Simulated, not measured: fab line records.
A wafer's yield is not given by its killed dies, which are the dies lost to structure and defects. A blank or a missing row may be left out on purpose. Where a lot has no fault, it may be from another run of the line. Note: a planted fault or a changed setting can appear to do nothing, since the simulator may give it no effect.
Struck lot and sound lot, side by side || flow n5Finfet || 35 out of 1938 route steps
Sound: these wafers, L781.4, L781.5, L781.6. Wafers L791.1, L791.2, L791.6 were the ones struck. Last of all comes the cause.
Each step with rows lists, per side, the tool, then ch with its chambers, then its first start. Under that, the readings that differ: sound wafers || struck wafers || difference of the means || sigmas: that difference in standard deviations of wafers without a fault.
alike: same words and numbers on both sides, and readings whose means sit less than 2 such deviations apart. not compared: any withheld reading, any reading some wafer has no value for, any bound like >300 that may hide the same value, and any number with overlapping values for which the record gives no deviation.
The two part at a step that has a row with sigmas, a row that says differs or no value, or rows on one side only. Non-overlapping numbers with no deviation appear without sigmas and do not part them. A reading missing from all wafers of one side parts the sides only when that side holds two or more wafers.

first, 9 steps without rows for these wafers: N5_GATE_CUT_DEVELOP_12 (develop time 30 s); N5_GATE_CUT_DESCUM_18 (chemistry O2, time 7 s); N5_GATE_CUT_ETCH_28 (etches underlayer in N2/H2, target depth 13 nm, time 10.4 s); N5_GATE_CUT_ETCH_36 (etches SiARC in CF4, target depth 13 nm, time 21.7 s); N5_GATE_CUT_ETCH_37 (etches SOC in N2/H2, target depth 60 nm, overetch 12 nm, time 90 s); N5_GATE_CUT_STRIP_38 (strips in N2/H2); N5_GATE_CUT_STRIP_39 (strips in N2/H2); N5_GATE_CUT_HM_OPEN_40 (chemistry C4F6/O2, target SiO2, target depth 139 nm, time 85.1 s); N5_GATE_CUT_STRIP_41 (strips in CF4).
N5_GATE_CUT_STRIP_42: strips in O2.
  sound on rieDiel-03 ch 2,3, day 4 21:24; struck on rieDiel-03 ch 2,3, day 7 16:22
  alike: drypumpMotorCurrentA, o2FlowSccm, oesProductAu, rfVppV, showerheadPlenumPTorr, throttleValvePct
  not compared: rfHoursCounterH
then, 24 steps without rows for these wafers: N5_GATE_CUT_ETCH_19 (etches SiNx in CH3F/O2, target depth 53.7 nm, time 76.7 s); N5_GATE_CUT_CUT_ETCH_53 (etches W in SF6/Cl2, target depth 79.2 nm); N5_GATE_CUT_CUT_ETCH_54 (etches TiN in Cl2/BCl3, target depth 96.7 nm); N5_GATE_CUT_CUT_ETCH_55 (etches HfO2 in BCl3, target depth 3.2 nm); N5_GATE_CUT_ETCH_47 (etches SiO2 in Cl2/BCl3, target depth 10 nm); N5_GATE_CUT_VAPOR_ETCH_48 (etches TiN in BCl3/Cl2); N5_GATE_CUT_VAPOR_ETCH_49 (etches TiAlC in BCl3/Cl2); N5_GATE_CUT_VAPOR_ETCH_51 (etches HfO2 in BCl3/Cl2); N5_GATE_CUT_STRIP_21 (strips in N2/H2, time 30 s); N5_GATE_CUT_STRIP_29 (strips in post etch residue remover, time 60 s); N5_GATE_CUT_SRD_52 (time 30 s); N5_GATE_CUT_ALD_22 (deposits SiNx, target thk 16 nm, pulse time 1 s, ald cycles 320); N5_GATE_CUT_CMP_23 (polishes, stops on SiO2, t overpolish 23.4 s, target thk 16 nm); N5_GATE_CUT_CMP_43 (polishes SiO2); N5_GATE_CUT_CMP_61 (polishes, stops on SiNx, t overpolish 3 s); N5_MOL_CONTACT_COAG_COAT_103 (time 60 s, resist thk 80 nm); N5_MOL_CONTACT_COAG_COAT_104 (time 60 s, resist thk 12 nm); N5_MOL_CONTACT_COAG_COAT_58 (time 60 s, resist thk 10 nm); N5_MOL_CONTACT_COAG_COAT_02 (resist thk 30 nm); N5_MOL_CONTACT_COAG_EBR_04; N5_MOL_CONTACT_COAG_SOFTBAKE_03 (time 60 s); N5_MOL_CONTACT_COAG_EXPOSE_05 (exposes mask CA, defocus 0 nm); N5_MOL_CONTACT_COAG_PEB_06 (peb time 60 s); N5_MOL_CONTACT_COAG_DEVELOP_07 (develop time 30 s).
-- a jump in the record: the struck wafers' starts before and after are 8 days apart (it breaks off in module MOL_CONTACT_COAG and resumes in module PASSIVATION, where the first step shown is number 1936 of the route) --
N5_PASSIVATION_PROBE_49:
  sound on prober-01, day 12 17:35; struck on prober-02, day 15 16:43
{"reading": "defectLimitedYield (%)", "sound": "93.8 91.9 92.5", "struck": "83.2 86.9 82.8", "difference": -8.4, "sigmas": -6}
{"reading": "killedAtFrontEnd", "sound": "34 22 36", "struck": "159 98 145", "difference": "+103", "sigmas": "+9"}
{"reading": "killedDies", "sound": "73 96 88", "struck": "198 154 203", "difference": "+99", "sigmas": "+6"}
{"reading": "sort_bin_5_function (%)", "sound": "3.9 4.4 3.7", "struck": "10.7 7.0 11.0", "difference": "+5.6", "sigmas": "+6"}
{"reading": "sortNPass", "sound": "1107 1084 1092", "struck": "982 1026 977", "difference": -99, "sigmas": -5}
{"reading": "sortYieldPct (%)", "sound": "93.8 91.9 92.5", "struck": "83.2 86.9 82.8", "difference": -8.4, "sigmas": -4}
  alike: killed_at_M0_to_M3, killed_at_M4_up, killedAtContacts, killedAtOther, killedOnRim, killedOpen, killedShort, sort_bin_6_memory, sort_bin_8_speed

## WHERE THEY PART
Only at N5_PASSIVATION_PROBE_49, within this record.

WHY: the cause the simulator had injected
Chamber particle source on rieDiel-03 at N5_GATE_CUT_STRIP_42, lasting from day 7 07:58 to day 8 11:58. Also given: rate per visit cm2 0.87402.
